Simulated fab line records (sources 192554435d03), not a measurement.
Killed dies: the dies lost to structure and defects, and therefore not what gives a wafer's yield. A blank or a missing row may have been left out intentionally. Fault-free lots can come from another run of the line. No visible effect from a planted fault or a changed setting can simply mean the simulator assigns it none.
fab line records | flow n5-finfet
record lots=13 wafers=38 last-day=17
route steps=1938 shown SD_EPI_P@329 SD_ACTIVATION@331 ILD0@338 PASSIVATION@1936
lots that met no fault: taken from a fault-free run of the same line
start-h: hours from the record's first day to the start of the lot's first wafer shown | wait-h: how many hours have passed since the lot's step before this one | " same as the row above | L1.1+2: several wafers, shown together as one row | - value missing, or start not given | * or withheld: withheld | < > ~ a bound
route shown NAME@n: NAME is a module with steps in the file, n the number in the route of the first one | usual: mean and standard deviation over wafers with no fault | same: alike in all rows | chamber/n: place in a boat | sites: each site's reading | _std_site: standard deviation of those values | _edge_site: mean of outer sites minus mean of inner sites | radius-mm: how far each site lies from the wafer's centre | mask NAME#n: copy n | behind: the most recent tool/chamber to have shaped the wafer | hold: reason for holding the lot/hours on hold/outcome of the hold | device: whichever transistor did not switch (one of n, p or np) | end of line: the tests these same wafers got at the end of their route | where a step has no rows: the recipe by itself | killed: not the wafer's yield, but the dies lost to structure and defects at the first sort | map: per-die view of a wafer (x killed, . not killed, _ where there is no die)
set.NAME: the setting the step ran with; set.NAME@STEP: the setting that earlier step ran with | model.NAME: the simulator's own value behind a step, which no gauge read
steps of the route over a sample of lots; a table a step, a row a wafer
services: when a tool's chamber went out of use (start-h, in hours from the record's first day, below 0 if earlier), for how many hours, and the reason
## steps
# step N5_SD_EPI_P_INSPECT_26
# recipe inspect-instrument=darkfield mode=post-epi
# usual raw-defect-count=165/37
# columns lot.wafer tool chamber start-h wait-h raw-defect-count
L742.3 defect-inspect-01 - 58.75 0.0 163
L742.4 " - " " 119
L742.5 " - " " 186
L743.2 defect-inspect-01 - 63.31 0.0 164
L743.4 " - " " 139
L743.6 " - " " 151
L744.2 defect-inspect-02 - 73.43 0.0 122
L744.5 " - " " 121
L744.6 " - " " 112
L745.1 defect-inspect-02 - 74.33 0.0 186
L745.2 " - " " 247
L745.5 " - " " 190
L746.1 defect-inspect-01 - 82.28 0.0 95
L746.2 " - " " 190
L746.6 " - " " 126
L747.4 defect-inspect-01 - 86.72 0.0 210
L747.5 " - " " 133
L748.1 defect-inspect-02 - 91.89 0.0 134
L748.3 " - " " 154
L748.5 " - " " 190
L749.2 defect-inspect-02 - 100.51 0.0 148
L749.4 " - " " 155
L749.6 " - " " 176
L752.2 defect-inspect-01 - 120.35 0.0 157
L752.3 " - " " 141
L752.6 " - " " 158
L754.1 defect-inspect-01 - 133.99 0.0 134
L754.2 " - " " 120
L754.5 " - " " 144
L755.1 defect-inspect-01 - 137.45 0.0 185
L755.4 " - " " 162
L755.6 " - " " 157
L756.1 defect-inspect-02 - 140.54 0.0 209
L756.3 " - " " 227
L756.6 " - " " 195
L765.1 defect-inspect-01 - 194.82 0.0 191
L765.2 " - " " 172
L765.6 " - " " 260
# step N5_SD_ACTIVATION_LSA_01
# recipe temp-c=1080 time-s=0.0008 ambient=N2
# usual wafer_temp_C_max=1085.6/1.3
# columns lot.wafer tool chamber start-h wait-h wafer_temp_C_max
L742.3 laser-anneal-01 0 59.04 0.2 1085.9
L742.4 " 0 " " 1084.5
L742.5 " 0 " " 1085.7
L743.2 laser-anneal-02 0 63.57 0.2 1084.1
L743.4 " 0 " " 1084.9
L743.6 " 0 " " 1086.9
L744.2 laser-anneal-01 0 73.69 0.2 1085.5
L744.5 " 0 " " 1086.7
L744.6 " 0 " " 1083.7
L745.1 laser-anneal-02 0 74.64 0.2 1084.9
L745.2 " 0 " " 1085.9
L745.5 " 0 " " 1084.3
L746.1 laser-anneal-01 0 82.51 0.2 1087.9
L746.2 " 0 " " 1085.0
L746.6 " 0 " " 1088.0
L747.4 laser-anneal-02 0 87.04 0.2 1083.5
L747.5 " 0 " " 1085.3
L748.1 laser-anneal-01 0 92.16 0.2 1088.3
L748.3 " 0 " " 1087.0
L748.5 " 0 " " 1087.3
L749.2 laser-anneal-02 0 100.81 0.2 1085.2
L749.4 " 0 " " 1083.2
L749.6 " 0 " " 1084.5
L752.2 laser-anneal-01 0 120.61 0.2 1085.0
L752.3 " 0 " " 1085.0
L752.6 " 0 " " 1086.8
L754.1 laser-anneal-01 0 134.22 0.2 1133.2
L754.2 " 0 " " 1132.0
L754.5 " 0 " " 1133.8
L755.1 laser-anneal-02 0 137.68 0.2 1084.6
L755.4 " 0 " " 1083.9
L755.6 " 0 " " 1084.8
L756.1 laser-anneal-01 0 140.93 0.2 1134.4
L756.3 " 0 " " 1130.4
L756.6 " 0 " " 1133.1
L765.1 laser-anneal-02 0 195.19 0.2 1083.3
L765.2 " 0 " " 1083.6
L765.6 " 0 " " 1083.6
# step N5_ILD0_CMP_03
# recipe stop-on=SiNx t-overpolish-s=1.9 post-cmp-clean=alkaline-brush down-force-psi=4.1491 platen-rpm=51.796 pad-velocity-m-s=1.0306 target-thk-nm=197.38
# usual motor-current-A=12.6/1.1 overpolish-run-s=1.899/0.0093 time-to-endpoint-s=72/5.6
# columns lot.wafer tool chamber start-h wait-h motor-current-A overpolish-run-s time-to-endpoint-s
L742.3 cmp-01 3 62.35 0.1 12.1 1.894 73
L742.4 " 0 " " 12.9 1.906 64
L742.5 " 2 " " 10.7 1.912 70
L743.2 cmp-04 2 66.55 0.1 12.6 1.904 66
L743.4 " 3 " " 12.7 1.906 71
L743.6 " 1 " " 12.9 1.893 84
L744.2 cmp-04 3 76.66 0.1 11.8 1.893 73
L744.6 " 1 " " 12.8 1.892 83
L744.5 " 2 " " 13.0 1.899 69
L745.2 cmp-01 3 77.62 0.1 12.6 1.901 72
L745.1 " 1 " " 14.4 1.895 69
L745.5 " 3 " " 13.0 1.914 70
L746.1 cmp-03 3 85.69 0.0 11.8 1.900 69
L746.2 " 1 " " 14.6 1.908 74
L746.6 " 3 " " 12.6 1.890 74
L747.4 cmp-04 1 90.05 0.1 13.0 1.903 83
L747.5 " 1 " " 13.4 1.896 83
L748.3 cmp-04 0 95.22 0.0 12.6 1.911 71
L748.1 " 1 " " 13.2 1.897 82
L748.5 " 1 " " 12.4 1.898 83
L749.2 cmp-03 0 103.71 0.0 13.4 1.909 76
L749.4 " 3 " " 11.9 1.913 71
L749.6 " 1 " " 14.9 1.904 68
L752.3 cmp-04 3 124.04 0.0 11.6 1.903 71
L752.2 " 2 " " 13.4 1.910 68
L752.6 " 0 " " 12.6 1.908 75
L754.2 cmp-03 3 137.14 0.0 12.1 1.906 70
L754.1 " 1 " " 13.8 1.897 75
L754.5 " 3 " " 12.0 1.896 72
L755.1 cmp-04 2 140.66 0.1 14.1 1.896 60
L755.4 " 3 " " 11.8 1.891 69
L755.6 " 1 " " 12.6 1.899 77
L756.3 cmp-01 3 143.89 0.1 12.1 1.891 74
L756.1 " 1 " " 14.9 1.903 72
L756.6 " 2 " " 10.9 1.886 73
L765.2 cmp-03 1 198.52 0.0 14.7 1.887 75
L765.1 " 3 " " 12.5 1.911 72
L765.6 " 1 " " 13.6 1.873 74
# step N5_ILD0_INSPECT_06
# recipe inspect-instrument=darkfield mode=post-cmp
# usual raw-defect-count=35/14
# columns lot.wafer tool chamber start-h wait-h raw-defect-count
L742.3 defect-inspect-02 - 66.14 0.0 19
L742.4 " - " " 33
L742.5 " - " " 25
L743.2 defect-inspect-01 - 70.34 0.0 50
L743.4 " - " " 50
L743.6 " - " " 12
L744.2 defect-inspect-02 - 80.55 0.0 26
L744.5 " - " " 29
L744.6 " - " " 24
L745.1 defect-inspect-02 - 81.44 0.0 31
L745.2 " - " " 34
L745.5 " - " " 55
L746.1 defect-inspect-01 - 89.55 0.0 24
L746.2 " - " " 55
L746.6 " - " " 53
L747.4 defect-inspect-02 - 93.88 0.0 44
L747.5 " - " " 55
L748.1 defect-inspect-02 - 99.07 0.0 20
L748.3 " - " " 66
L748.5 " - " " 33
L749.2 defect-inspect-02 - 107.56 0.0 27
L749.4 " - " " 29
L749.6 " - " " 37
L752.2 defect-inspect-02 - 127.96 0.0 49
L752.3 " - " " 30
L752.6 " - " " 33
L754.1 defect-inspect-01 - 141.00 0.0 47
L754.2 " - " " 61
L754.5 " - " " 38
L755.1 defect-inspect-02 - 144.48 0.0 31
L755.4 " - " " 24
L755.6 " - " " 36
L756.1 defect-inspect-02 - 147.71 0.0 25
L756.3 " - " " 23
L756.6 " - " " 26
L765.1 defect-inspect-02 - 202.40 0.0 18
L765.2 " - " " 19
L765.6 " - " " 21
# step N5_PASSIVATION_PROBE_49
# usual defect-limited-yield=91.1/1.5 killed_at_M0_to_M3=35/11 killed_at_M4_up=13/5.7 killed-at-contacts=12/5.7 killed-at-front-end=40/11 killed-at-other=4/4.4 killed-dies=105/18 killed-on-rim=14/3.9 killed-open=68/14 killed-short=34/7.4 sort_bin_5_function=5.2/1 sort_bin_6_memory=3.3/0.67 sort_bin_8_speed=0.04/0.29 sort-n-pass=1074/18 sort-yield-pct=91.0/1.5
# same gross-dies=1180 killed-at-back-side=0 sort_bin_4_leakage[%]=0
# columns lot.wafer tool chamber start-h wait-h defect-limited-yield[%] killed_at_M0_to_M3 killed_at_M4_up killed-at-contacts killed-at-front-end killed-at-other killed-dies killed-on-rim killed-open killed-short sort_bin_5_function[%] sort_bin_6_memory[%] sort_bin_8_speed[%] sort-n-pass sort-yield-pct[%]
L742.3 prober-02 - 261.83 0.9 89.1 36 10 12 48 23 129 19 71 46 6.8 3.3 0 1051 89.1
L742.4 prober-02 - 261.88 0.9 91.7 32 14 2 40 10 98 10 61 32 4.2 3.6 0 1082 91.7
L742.5 prober-02 - 261.93 1.0 89.7 52 26 10 29 5 122 16 84 37 6.1 3.9 0 1058 89.7
L743.2 prober-01 - 268.49 0.1 91.3 26 16 5 42 14 103 15 66 36 6.0 2.4 0 1077 91.3
L743.4 prober-01 - 268.59 0.2 89.0 31 28 2 56 13 130 18 94 36 6.9 3.9 0 1050 89.0
L743.6 prober-01 - 268.69 0.3 90.3 31 26 11 35 12 115 17 87 26 6.0 3.6 0 1065 90.3
L745.1 prober-01 - 268.74 0.0 89.3 28 18 16 57 7 126 16 86 39 6.4 4.2 0 1054 89.3
L745.2 prober-01 - 268.79 0.1 89.6 54 24 8 36 1 123 12 87 36 6.1 4.2 0 1057 89.6
L745.5 prober-01 - 268.94 0.2 89.8 42 13 9 54 2 120 20 83 36 6.6 3.0 0 1060 89.8
L746.1 prober-01 - 282.14 0.0 88.7 35 13 27 56 2 133 19 111 21 7.1 3.9 0 1047 88.7
L746.2 prober-01 - 282.19 0.1 89.4 34 20 19 49 3 125 13 80 42 5.3 4.7 0 1055 89.4
L746.6 prober-01 - 282.39 0.3 92.5 26 12 6 43 2 89 12 69 20 4.6 2.9 0 1091 92.5
L744.2 prober-01 - 282.71 0.1 90.8 50 10 8 36 4 108 11 66 40 5.0 3.6 0.08 1071 90.8
L744.5 prober-01 - 282.86 0.2 92.8 32 5 8 30 10 85 15 54 23 4.5 2.5 0 1095 92.8
L744.6 prober-01 - 282.91 0.3 91.4 47 10 13 32 0 102 12 69 32 5.1 3.1 0 1078 91.4
L748.1 prober-01 - 291.32 0.0 91.9 39 10 14 20 12 95 14 57 37 4.9 2.7 0.08 1084 91.9
L748.3 prober-01 - 291.42 0.1 89.5 31 26 16 45 6 124 10 84 39 6.2 4.0 0 1056 89.5
L748.5 prober-01 - 291.52 0.2 89.8 37 21 18 37 7 120 10 85 29 5.9 3.9 0 1060 89.8
L747.4 prober-02 - 296.20 0.2 90.2 39 17 17 43 0 116 17 88 28 5.6 3.8 0 1064 90.2
L747.5 prober-02 - 296.25 0.2 91.4 41 15 6 32 8 102 13 64 28 5.5 3.1 0 1078 91.4
L749.2 prober-01 - 313.18 0.1 89.6 40 11 16 55 1 123 18 84 31 6.1 3.5 0 1057 89.6
L749.4 prober-01 - 313.28 0.2 90.4 31 21 8 51 2 113 14 82 29 6.2 2.9 0 1067 90.4
L749.6 prober-01 - 313.38 0.3 90.3 47 6 5 53 3 114 14 58 51 5.3 3.8 0 1066 90.3
L752.2 prober-01 - 320.56 0.1 91.4 30 9 13 48 2 102 12 72 28 5.7 2.8 0 1078 91.4
L752.3 prober-01 - 320.61 0.1 91.2 26 10 5 62 1 104 14 77 26 4.8 3.5 0 1076 91.2
L752.6 prober-01 - 320.76 0.3 92.9 28 11 10 35 0 84 6 63 20 4.2 2.6 0 1096 92.9
L755.1 prober-02 - 345.86 0.3 90.0 18 17 28 52 3 118 11 86 31 5.7 3.7 0 1062 90.0
L755.4 prober-02 - 346.01 0.5 93.1 20 14 9 35 4 82 13 56 22 3.4 3.1 0 1098 93.1
L755.6 prober-02 - 346.11 0.6 89.4 45 27 19 33 1 125 17 80 43 6.3 4.1 0 1055 89.4
L765.1 prober-02 - 405.36 0.0 91.3 26 10 12 49 6 103 15 61 31 4.7 3.1 0 1077 91.3
L765.2 prober-02 - 405.41 0.1 92.5 41 5 16 27 0 89 8 68 21 4.5 3.0 0 1091 92.5
L765.6 prober-02 - 405.61 0.3 90.4 32 9 21 47 4 113 14 68 39 4.8 4.1 0 1067 90.4
# killed by level:class
L742.3 GATE_CUT:geometric-particle:short=7 BEOL_M0_SAQP:geometric-particle:open=7 BEOL_M1:geometric-particle:short=7 HKMG_FIN:area-etch=7 FIN_SAQP:geometric-particle:open=6 DUMMY_GATE:geometric-particle:open=6 BEOL_M2:geometric-particle:open=6 GATE_CUT:geometric-particle:open=6
L742.4 FIN_SAQP:geometric-particle:open=16 FIN_SAQP:geometric-particle:short=8 BEOL_M3:geometric-particle:open=8 BEOL_M0_SAQP:geometric-particle:open=5 BEOL_M4:geometric-particle:open=5 DUMMY_GATE:geometric-particle:open=4 BEOL_M0_SAQP:geometric-particle:short=4 BEOL_M0:geometric-particle:open=4
L742.5 BEOL_M3:geometric-particle:open=14 BEOL_M5:geometric-particle:open=11 BEOL_M0_SAQP:geometric-particle:open=10 MOL_CONTACT_COAG:geometric-particle:open=8 BEOL_M1:geometric-particle:short=8 FIN_SAQP:geometric-particle:open=5 STI_FIN_REVEAL:geometric-particle:open=5 BEOL_M1:geometric-particle:open=5
L743.2 STI_FIN_REVEAL:geometric-particle:open=17 BEOL_M1:geometric-particle:open=10 BEOL_M4:geometric-particle:open=8 PAD_METAL:geometric-particle:short=8 BEOL_M0_SAQP:geometric-particle:short=6 FIN_SAQP:geometric-particle:open=5 PAD_METAL:geometric-particle:open=5 STARTING-WAFER:geometric-particle:short=5
L743.4 BEOL_M4:geometric-particle:open=17 FIN_SAQP:geometric-particle:open=14 STI_FIN_REVEAL:geometric-particle:open=9 BEOL_M0_SAQP:geometric-particle:open=9 BEOL_M0_SAQP:geometric-particle:short=8 STARTING-WAFER:geometric-particle:short=6 FIN_SAQP:geometric-particle:short=5 DUMMY_GATE:geometric-particle:open=5
L743.6 BEOL_M4:geometric-particle:open=15 BEOL_M1:geometric-particle:open=12 FIN_SAQP:geometric-particle:open=10 FIN_SAQP:geometric-particle:short=9 MOL_CONTACT_COAG:geometric-particle:open=8 STI_FIN_REVEAL:geometric-particle:open=7 BEOL_M0:geometric-particle:open=5 BEOL_M2:geometric-particle:open=4
L745.1 STI_FIN_REVEAL:geometric-particle:open=23 FIN_SAQP:geometric-particle:open=11 BEOL_M0_SAQP:geometric-particle:open=11 MOL_CONTACT_COAG:geometric-particle:open=9 BEOL_M4:geometric-particle:open=9 MOL_CONTACT_COAG:geometric-particle:short=7 BEOL_M0_SAQP:geometric-particle:short=6 STI_FIN_REVEAL:geometric-particle:short=5
L745.2 BEOL_M4:geometric-particle:open=14 FIN_SAQP:geometric-particle:open=11 BEOL_M0_SAQP:geometric-particle:short=11 BEOL_M1:geometric-particle:open=10 BEOL_M3:geometric-particle:open=10 BEOL_M0_SAQP:geometric-particle:open=9 STI_FIN_REVEAL:geometric-particle:open=7 MOL_CONTACT_COAG:geometric-particle:open=7
L745.5 BEOL_M3:geometric-particle:open=19 FIN_SAQP:geometric-particle:open=18 STI_FIN_REVEAL:geometric-particle:open=7 BEOL_M4:geometric-particle:open=6 MOL_CONTACT_COAG:geometric-particle:open=6 BEOL_M1:geometric-particle:open=6 STI_FIN_REVEAL:geometric-particle:short=5 GATE_CUT:geometric-particle:short=5
L746.1 MOL_CONTACT_COAG:geometric-particle:open=24 STI_FIN_REVEAL:geometric-particle:open=18 FIN_SAQP:geometric-particle:open=16 BEOL_M2:geometric-particle:open=10 BEOL_M1:geometric-particle:open=9 FIN_SAQP:geometric-particle:short=6 BEOL_M0_SAQP:geometric-particle:open=6 BEOL_M0_SAQP:geometric-particle:short=5
L746.2 MOL_CONTACT_COAG:geometric-particle:open=14 FIN_SAQP:geometric-particle:short=11 STI_FIN_REVEAL:geometric-particle:open=11 BEOL_M1:geometric-particle:open=10 BEOL_M0_SAQP:geometric-particle:open=7 BEOL_M4:geometric-particle:open=7 BEOL_M0_SAQP:geometric-particle:short=6 MOL_CONTACT_COAG:geometric-particle:short=5
L746.6 STI_FIN_REVEAL:geometric-particle:open=16 DUMMY_GATE:geometric-particle:open=7 BEOL_M0_SAQP:geometric-particle:open=7 FIN_SAQP:geometric-particle:open=6 MOL_CONTACT_COAG:geometric-particle:open=6 BEOL_M0_SAQP:geometric-particle:short=6 BEOL_M3:geometric-particle:open=5 STI_FIN_REVEAL:geometric-particle:short=4
L744.2 BEOL_M0_SAQP:geometric-particle:short=14 BEOL_M0_SAQP:geometric-particle:open=9 BEOL_M2:geometric-particle:open=9 STI_FIN_REVEAL:geometric-particle:open=7 FIN_SAQP:geometric-particle:open=6 MOL_CONTACT_COAG:geometric-particle:open=5 BEOL_M3:geometric-particle:open=5 FIN_SAQP:geometric-particle:short=4
L744.5 STI_FIN_REVEAL:geometric-particle:open=14 BEOL_M0_SAQP:geometric-particle:short=9 BEOL_M3:geometric-particle:open=7 MIM_TOP_ETCH:area-etch=7 MOL_CONTACT_COAG:geometric-particle:open=6 BEOL_M0_SAQP:geometric-particle:open=5 FIN_SAQP:geometric-particle:open=3 DUMMY_GATE:geometric-particle:open=3
L744.6 BEOL_M2:geometric-particle:open=15 FIN_SAQP:geometric-particle:short=14 BEOL_M3:geometric-particle:open=14 MOL_CONTACT_COAG:geometric-particle:open=13 BEOL_M0_SAQP:geometric-particle:short=9 STI_FIN_REVEAL:geometric-particle:open=7 BEOL_M0_SAQP:geometric-particle:open=3 BEOL_M6:geometric-particle:open=3
L748.1 BEOL_M0_SAQP:geometric-particle:short=12 MOL_CONTACT_COAG:geometric-particle:open=11 BEOL_M0_SAQP:geometric-particle:open=9 BEOL_M1:geometric-particle:open=8 STI_FIN_REVEAL:geometric-particle:open=5 PASS1_CAP:geometric-particle:short=3 DUMMY_GATE:geometric-particle:open=3 MOL_CONTACT_COAG:geometric-particle:short=3
L748.3 DUMMY_GATE:geometric-particle:open=10 MOL_CONTACT_COAG:geometric-particle:open=10 BEOL_M4:geometric-particle:open=10 FIN_SAQP:geometric-particle:open=7 BEOL_M3:geometric-particle:open=7 BEOL_M8:geometric-particle:open=7 FIN_SAQP:geometric-particle:short=6 STARTING-WAFER:geometric-particle:open=6
L748.5 MOL_CONTACT_COAG:geometric-particle:open=16 BEOL_M3:geometric-particle:open=10 BEOL_M1:geometric-particle:open=9 BEOL_M4:geometric-particle:open=9 FIN_SAQP:geometric-particle:open=4 DUMMY_GATE:geometric-particle:open=4 BEOL_M0_SAQP:geometric-particle:short=4 STARTING-WAFER:geometric-particle:open=4
L747.4 MOL_CONTACT_COAG:geometric-particle:open=17 BEOL_M0_SAQP:geometric-particle:open=10 BEOL_M3:geometric-particle:open=10 FIN_SAQP:geometric-particle:open=9 BEOL_M4:geometric-particle:open=9 STI_FIN_REVEAL:geometric-particle:open=8 BEOL_M0:geometric-particle:open=7 GATE_CUT:geometric-particle:short=6
L747.5 BEOL_M3:geometric-particle:open=9 BEOL_M0_SAQP:geometric-particle:open=8 MIM_TOP_ETCH:area-etch=8 STI_FIN_REVEAL:geometric-particle:open=7 FIN_SAQP:geometric-particle:open=6 BEOL_M2:geometric-particle:open=6 STARTING-WAFER:geometric-particle:open=6 MOL_CONTACT_COAG:geometric-particle:open=5
L749.2 MOL_CONTACT_COAG:geometric-particle:open=16 FIN_SAQP:geometric-particle:open=14 STI_FIN_REVEAL:geometric-particle:open=11 BEOL_M3:geometric-particle:open=10 BEOL_M0_SAQP:geometric-particle:open=10 BEOL_M0_SAQP:geometric-particle:short=6 HKMG_FIN:area-etch=6 GATE_CUT:geometric-particle:open=5
L749.4 FIN_SAQP:geometric-particle:open=14 BEOL_M4:geometric-particle:open=10 BEOL_M3:geometric-particle:open=9 STI_FIN_REVEAL:geometric-particle:open=8 BEOL_M2:geometric-particle:open=7 FIN_SAQP:geometric-particle:short=6 STARTING-WAFER:geometric-particle:open=6 MOL_CONTACT_COAG:geometric-particle:open=5
L749.6 FIN_SAQP:geometric-particle:short=19 BEOL_M0_SAQP:geometric-particle:short=8 BEOL_M0_SAQP:geometric-particle:open=8 BEOL_M3:geometric-particle:open=8 BEOL_M1:geometric-particle:open=7 FIN_SAQP:geometric-particle:open=7 DUMMY_GATE:geometric-particle:open=4 GATE_CUT:geometric-particle:short=4
L752.2 STI_FIN_REVEAL:geometric-particle:open=22 MOL_CONTACT_COAG:geometric-particle:open=11 BEOL_M0_SAQP:geometric-particle:short=8 BEOL_M0_SAQP:geometric-particle:open=6 BEOL_M1:geometric-particle:open=6 DUMMY_GATE:geometric-particle:open=5 BEOL_M2:geometric-particle:open=5 FIN_SAQP:geometric-particle:open=4
L752.3 STI_FIN_REVEAL:geometric-particle:open=31 FIN_SAQP:geometric-particle:open=11 STI_FIN_REVEAL:geometric-particle:short=7 BEOL_M0_SAQP:geometric-particle:short=7 BEOL_M0_SAQP:geometric-particle:open=5 BEOL_M1:geometric-particle:open=5 DUMMY_GATE:geometric-particle:open=4 FIN_CUT:geometric-particle:short=3
L752.6 STI_FIN_REVEAL:geometric-particle:open=10 MOL_CONTACT_COAG:geometric-particle:open=9 BEOL_M2:geometric-particle:open=9 BEOL_M0_SAQP:geometric-particle:short=8 DUMMY_GATE:geometric-particle:open=7 BEOL_M0_SAQP:geometric-particle:open=6 BEOL_M5:geometric-particle:open=4 STARTING-WAFER:geometric-particle:open=4
L755.1 STI_FIN_REVEAL:geometric-particle:open=23 MOL_CONTACT_COAG:geometric-particle:open=21 BEOL_M4:geometric-particle:open=9 MOL_CONTACT_COAG:geometric-particle:short=7 GATE_CUT:geometric-particle:open=6 STI_FIN_REVEAL:geometric-particle:short=5 BEOL_M0_SAQP:geometric-particle:open=4 BEOL_M1:geometric-particle:open=4
L755.4 BEOL_M4:geometric-particle:open=8 MOL_CONTACT_COAG:geometric-particle:open=7 STI_FIN_REVEAL:geometric-particle:open=6 BEOL_M0_SAQP:geometric-particle:short=5 FIN_SAQP:geometric-particle:short=4 GATE_CUT:geometric-particle:short=4 BEOL_M0_SAQP:geometric-particle:open=4 BEOL_M1:geometric-particle:open=4
L755.6 BEOL_M0_SAQP:geometric-particle:short=15 MOL_CONTACT_COAG:geometric-particle:open=14 STI_FIN_REVEAL:geometric-particle:open=12 BEOL_M4:geometric-particle:open=11 BEOL_M0_SAQP:geometric-particle:open=9 BEOL_M2:geometric-particle:open=6 MOL_CONTACT_COAG:geometric-particle:short=5 BEOL_M1:geometric-particle:open=5
L765.1 BEOL_M3:geometric-particle:open=13 STI_FIN_REVEAL:geometric-particle:open=12 FIN_SAQP:geometric-particle:open=8 FIN_SAQP:geometric-particle:short=8 MOL_CONTACT_COAG:geometric-particle:open=8 HKMG_FIN:area-etch=8 BEOL_M2:geometric-particle:open=5 GATE_CUT:geometric-particle:short=4
L765.2 BEOL_M3:geometric-particle:open=17 MOL_CONTACT_COAG:geometric-particle:open=10 FIN_SAQP:geometric-particle:open=8 MOL_CONTACT_COAG:geometric-particle:short=6 BEOL_M1:geometric-particle:open=6 STI_FIN_REVEAL:geometric-particle:open=5 BEOL_M2:geometric-particle:open=5 BEOL_M3:geometric-particle:short=5
L765.6 MOL_CONTACT_COAG:geometric-particle:open=14 BEOL_M3:geometric-particle:open=11 FIN_SAQP:geometric-particle:open=7 MOL_CONTACT_COAG:geometric-particle:short=7 BEOL_M2:geometric-particle:open=7 GATE_CUT:geometric-particle:short=6 GATE_CUT:geometric-particle:open=6 BEOL_M1:geometric-particle:open=6
## services
# columns tool chamber start-h hours kind
cmp-04 - 38.74 3.1 repair
laser-anneal-01 - 41.20 2.2 repair
cmp-03 - 42.01 0.9 repair
cmp-04 - 45.22 5.4 repair
cmp-03 - 50.71 6.3 pm
cmp-03 - 68.20 0.2 repair
laser-anneal-02 - 79.48 4.3 pm
cmp-01 - 84.84 16.2 pm
cmp-04 - 126.13 0.8 repair
cmp-04 - 133.17 4.0 pm
cmp-03 - 134.08 1.0 repair
cmp-04 - 137.17 - consumable-replace:conditioner
cmp-04 - 137.17 - consumable-replace:pad
laser-anneal-01 - 171.54 1.6 pm
cmp-03 - 173.25 0.5 repair
cmp-03 - 178.69 1.7 repair
## key
first-sign step=N5_SD_ACTIVATION_LSA_01 reading=wafer_temp_C_max direction=up sigmas=36 usual=* struck=*
effect none on later readings
met-at N5_SD_ACTIVATION_LSA_01
struck-lots L754,L756
rows-end L754.1,L754.2,L754.5,L756.1,L756.3,L756.6
not-acting-at N5_SD_EPI_P_INSPECT_26,N5_ILD0_CMP_03,N5_ILD0_INSPECT_06
onset-between 120.61 134.22
fault kind=process-parameter-drift tool=laser-anneal-01 chamber=- onset-h=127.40 steps=N5_SD_ACTIVATION_LSA_01 channel=temp-c offset=* shape=step stated=*
# rows-end: these wafers met a further fault down the route, and their rows from its step on are left out
